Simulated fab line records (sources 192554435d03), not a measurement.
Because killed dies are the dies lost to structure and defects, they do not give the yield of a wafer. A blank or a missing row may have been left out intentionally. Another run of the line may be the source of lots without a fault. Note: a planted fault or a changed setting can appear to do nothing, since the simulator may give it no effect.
Matching of chambers + flow n5-finfet + N5_SDB_ETCH_18 on rie-diel-01: 4 sister chambers
The step etches SOC in N2/H2, target depth 100 nm, overetch 20 nm, time 150 s. 14 wafers are shown with their chamber, then 7 later ones without.

## WAFERS PAIRED WITH THEIR CHAMBERS
| wafer  | chamber | showerhead-plenum-p-Torr (Torr) | throttle-valve-pct (%) | oes-product-au (a.u.) |
|--------|---------|---------------------------------|------------------------|-----------------------|
| L074.3 | 2       | 2.61                            | 17.95                  | 0.62                  |
| L074.4 | 0       | 2.58                            | 17.51                  | 0.84                  |
| L074.5 | 1       | 2.57                            | 17.65                  | 0.80                  |
| L076.1 | 0       | 2.58                            | 17.53                  | 0.83                  |
| L076.2 | 1       | 2.57                            | 17.64                  | 0.80                  |
| L076.4 | 2       | 2.61                            | 17.96                  | 0.61                  |
| L082.1 | 3       | 2.63                            | 17.98                  | 0.63                  |
| L082.2 | 2       | 2.61                            | 17.58                  | 0.88                  |
| L082.6 | 1       | 2.56                            | 17.67                  | 0.78                  |
| L085.1 | 2       | 2.61                            | 17.59                  | 0.86                  |
| L085.4 | 3       | 2.62                            | 18.00                  | 0.62                  |
| L085.5 | 1       | 2.56                            | 17.68                  | 0.76                  |
| L086.1 | 0       | 2.57                            | 17.57                  | 0.79                  |
| L086.4 | 3       | 2.62                            | 18.00                  | 0.62                  |

SIGNATURES, as means of the wafers listed above
| reading                  | chamber 0 | chamber 1 | chamber 2 | chamber 3 | scatter within a chamber |
|--------------------------|-----------|-----------|-----------|-----------|--------------------------|
| showerhead-plenum-p-Torr | 2.5767    | 2.5650    | 2.6100    | 2.6233    | 0.00483                  |
| throttle-valve-pct       | 17.5367   | 17.6600   | 17.7700   | 17.9933   | 0.118                    |
| oes-product-au           | 0.8200    | 0.7850    | 0.7425    | 0.6233    | 0.0824                   |
Rule: for a wafer and a chamber, the distance is found by dividing, reading by reading, the gap between the wafer's reading and the chamber's mean by the reading's scatter, squaring, summing and taking the root. If the next closest chamber is less than 2 further off than the closest, the wafer can't be placed; otherwise it belongs to the closest. The scatter is the square root of a quotient: the sum, over the shown wafers, of each reading's squared deviation from its chamber's mean, divided by wafers minus chambers.

## WAFERS WITHOUT THEIR CHAMBER
| wafer  | showerhead-plenum-p-Torr (Torr) | throttle-valve-pct (%) | oes-product-au (a.u.) |
|--------|---------------------------------|------------------------|-----------------------|
| L086.6 | 2.56                            | 17.70                  | 0.77                  |
| L092.1 | 2.56                            | 17.58                  | 0.77                  |
| L092.4 | 2.60                            | 17.61                  | 0.82                  |
| L092.5 | 2.56                            | 17.59                  | 0.77                  |
| L094.2 | 2.56                            | 17.60                  | 0.77                  |
| L094.3 | 2.61                            | 18.03                  | 0.62                  |
| L094.6 | 2.60                            | 17.61                  | 0.81                  |

## WHICH CHAMBER EACH WENT THROUGH
| wafer  | from the rows above     | in truth                   |
|--------|-------------------------|----------------------------|
| L086.6 | 1                       | 1                          |
| L092.1 | 1                       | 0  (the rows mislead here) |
| L092.4 | 2                       | 2                          |
| L092.5 | 1                       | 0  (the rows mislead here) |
| L094.2 | 1                       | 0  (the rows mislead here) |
| L094.3 | can't be placed: 2 or 3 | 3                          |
| L094.6 | 2                       | 2                          |
3 of 7 placed correctly. Not placeable from these rows: 1 (in 1, the candidates include the true chamber). Wrongly placed: 3.
